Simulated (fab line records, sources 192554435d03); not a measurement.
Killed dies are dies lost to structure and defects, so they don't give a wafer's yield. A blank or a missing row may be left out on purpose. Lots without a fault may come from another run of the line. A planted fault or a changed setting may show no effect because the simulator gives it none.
A struck lot beside a sound one | flow n5_finfet | 42 steps out of a route of 1938
Sound: wafers L293.3, L293.4, L293.5. Struck: wafers L298.5, L298.6. (L298.3 of the same lot was not struck and is left out.) The cause comes at the end.
At each step with rows: each side's tool, then ch and its chambers, then its first start. Under that, the readings that differ: sound wafers | struck wafers | difference of the means | sigmas: that difference in standard deviations of wafers without a fault.
alike: readings whose means differ by less than 2 such deviations, and words and numbers that are the same on both sides. not compared: withheld readings, readings that some wafer has no value for, bounds like >300 that may hide the same value, and numbers for which the record gives no deviation and whose values overlap.
The two part at a step that has a row with sigmas, a row that says differs or no value, or rows on one side only. Numbers that don't overlap but have no deviation are shown without sigmas and don't part them. A reading that every wafer of one side lacks parts them only if that side has two wafers or more.

first, 11 steps without rows for these wafers: N5_BEOL_M0_SAQP_STRIP_113 (strips in CHF3/O2); N5_BEOL_M0_SAQP_MANDREL_ETCH_20 (etches a-Si in HBr/Cl2, stops on SiNx, target depth 60 nm, bt time 10 s, time 30 s); N5_BEOL_M0_SAQP_STRIP_86 (strips in N2/H2); N5_BEOL_M0_SAQP_STRIP_115 (strips in post etch residue remover, time 60 s); N5_BEOL_M0_SAQP_SRD_93 (time 30 s); N5_BEOL_M0_SAQP_RECESS_114 (chemistry HF/NH3, target SiO2, target depth 14.4 nm, afs cycles 3, sublimation time 60 s); N5_BEOL_M0_SAQP_SPACER1_ALD_98 (deposits SiO2, target thk 12.8 nm, pulse time 1 s, purge time 2 s); N5_BEOL_M0_SAQP_SPACER1_ETCHBACK_99 (etches SiO2 in CHF3/O2, target depth 15.4 nm, time 7.7 s); N5_BEOL_M0_SAQP_MANDREL1_REMOVE_100 (chemistry HBr/Cl2/O2, target a-Si, stops on SiNx, bt time 10 s); N5_BEOL_M0_SAQP_ETCH_101 (etches SiNx in CH3F/O2, target depth 29.9 nm, time 42.7 s); N5_BEOL_M0_SAQP_ETCH_102 (etches SiO2 in CF4, target depth 4 nm, time 4.4 s).
N5_BEOL_M0_SAQP_MANDREL_ETCH_103: etches a-Si in HBr/Cl2, stops on SiCN, target depth 45 nm, bt time 10 s, time 27 s.
  sound on rie_si-02 ch 2,3, day 8 15:13; struck on rie_si-02 ch 0,1, day 10 01:01
  reading                                         | sound     | struck  | difference | sigmas
  model.SiCN_of_BEOL_M0_SAQP_PECVD_03.thk_nm (nm) | 8.6 9 8.8 | 6.2 6.8 | -2.3       |
  alike: drypump_motor_current_A, oes_product_au, throttle_valve_pct
  not compared: rf_hours_counter_h
then, 5 steps without rows for these wafers: N5_BEOL_M0_SAQP_RECESS_104 (chemistry HF/NH3, target SiO2, target depth 18 nm, afs cycles 3, sublimation time 60 s); N5_BEOL_M0_SAQP_COAT_105 (time 60 s, resist thk 100 nm); N5_BEOL_M0_SAQP_ETCH_106 (etches SOC in N2/H2, stops on SiNx, target depth 150 nm); N5_BEOL_M0_SAQP_ETCH_107 (etches SiNx in CH3F/O2, target depth 30 nm); N5_BEOL_M0_SAQP_STRIP_108 (strips in N2/H2).
N5_BEOL_M0_SAQP_RECESS_109: chemistry HF/NH3, target SiO2, target depth 3 nm, afs cycles 1, sublimation time 60 s.
  sound on vapor_etch-02 ch 0,1, day 8 15:58; struck on vapor_etch-01 ch 0,1, day 10 01:45
  reading                                         | sound       | struck  | difference | sigmas
  model.SiCN_of_BEOL_M0_SAQP_PECVD_03.thk_nm (nm) | 8.2 8.6 8.4 | 5.8 6.4 | -2.3       |
  alike: drypump_motor_current_A
then, 19 steps without rows for these wafers: N5_BEOL_M0_SAQP_SPACER2_ALD_26 (deposits SiO2, target thk 15 nm, pulse time 1 s, purge time 2 s); N5_BEOL_M0_SAQP_SPACER2_ETCHBACK_27 (etches SiO2 in CHF3/O2, target depth 22.5 nm, time 11.25 s); N5_BEOL_M0_SAQP_MANDREL2_REMOVE_110 (chemistry HBr/Cl2/O2, target a-Si, stops on SiCN, bt time 10 s); N5_BEOL_M0_SAQP_COAT_69 (time 60 s, resist thk 90 nm); N5_BEOL_M0_SAQP_COAT_72 (time 60 s, resist thk 15 nm); N5_BEOL_M0_SAQP_COAT_87 (time 60 s, resist thk 5 nm); N5_BEOL_M0_SAQP_COAT_34 (resist thk 30 nm); N5_BEOL_M0_SAQP_EBR_36; N5_BEOL_M0_SAQP_SOFTBAKE_35 (time 60 s); N5_BEOL_M0_SAQP_EXPOSE_37 (exposes mask M0 CUT1, target cd 30 nm); N5_BEOL_M0_SAQP_PEB_38 (peb time 60 s); N5_BEOL_M0_SAQP_DEVELOP_39 (develop time 30 s); N5_BEOL_M0_SAQP_DESCUM_45 (chemistry O2, time 7 s); N5_BEOL_M0_SAQP_ETCH_88 (etches underlayer in N2/H2, target depth 6.5 nm, time 5.2 s); N5_BEOL_M0_SAQP_ETCH_73 (etches SiARC in CF4, target depth 19.5 nm, time 32.5 s); N5_BEOL_M0_SAQP_CUT_ETCH_46 (etches SOC in N2/H2, target depth 135 nm, overetch 27 nm, time 202.5 s); N5_BEOL_M0_SAQP_STRIP_74 (strips in N2/H2); N5_BEOL_M0_SAQP_STRIP_89 (strips in N2/H2); N5_BEOL_M0_SAQP_ALD_48 (deposits SiO2, target thk 20 nm, pulse time 1 s, co reactant pulse time 1 s).
N5_BEOL_M0_ETCH_138: etches SiCN in CH3F/O2, target depth 12 nm, time 31.6 s.
  sound on rie_diel-04 ch 0,2,3, day 8 19:08; struck on rie_diel-05 ch 1,2, day 10 05:14
  reading               | sound          | struck    | difference | sigmas
  etch_rf_on_time_s (s) | 28.0 29.6 28.5 | 31.2 21.6 | -2.3       | -2
  alike: drypump_motor_current_A, oes_product_au, rf_vpp_V, showerhead_plenum_p_Torr, throttle_valve_pct
  not compared: rf_hours_counter_h, model.etch.depth_nm, model.SiO2_of_BEOL_M0_SAQP_SPACER2_ALD_26.thk_nm
N5_BEOL_M0_HM_OPEN_105: chemistry Cl2/BCl3, target TiN, target depth 12 nm.
  sound on rie_metal-01 ch 0,1, day 8 22:38; struck on rie_metal-03 ch 0,1, day 10 07:55
  alike: drypump_motor_current_A, oes_product_au, throttle_valve_pct
  not compared: rf_hours_counter_h, model.SiO2_of_BEOL_M0_SAQP_SPACER2_ALD_26.thk_nm
N5_BEOL_M0_ETCH_128: etches SiCN in CF4/N2, target depth 12 nm, overetch 5.1 nm, time 21.4 s.
  sound on rie_diel-06 ch 1,3, day 8 23:05; struck on rie_diel-05 ch 1,2, day 10 08:22
  reading                  | sound            | struck | difference | sigmas
  model.etch.depth_nm (nm) | 8.244 8.57 8.461 | 12 12  | +4         |
  alike: drypump_motor_current_A, oes_product_au, rf_vpp_V, showerhead_plenum_p_Torr, throttle_valve_pct
  not compared: rf_hours_counter_h
-- the record jumps here: 3 days lie between the struck wafers' starts before and after (it left off in module BEOL_M0 and takes up again in module BEOL_M4, whose first step shown is number 1111 of the route) --
N5_BEOL_M4_RC_MEAS_101:
  sound on prober-02 ch 0, day 11 16:35; struck on prober-02 ch 0, day 13 11:28
  alike: DIBL_N, DIBL_P, IOFF_N, IOFF_P, ION_N, ION_P, SS_N, SS_P, VT_N, VT_P
N5_PASSIVATION_PROBE_49:
  the record has rows for the sound wafers here (prober-01, day 16 07:46) and none for the struck ones

WHERE THEY PART
First at N5_BEOL_M0_ETCH_138; last, within this record, at N5_PASSIVATION_PROBE_49.

WHY: what the simulator had put in
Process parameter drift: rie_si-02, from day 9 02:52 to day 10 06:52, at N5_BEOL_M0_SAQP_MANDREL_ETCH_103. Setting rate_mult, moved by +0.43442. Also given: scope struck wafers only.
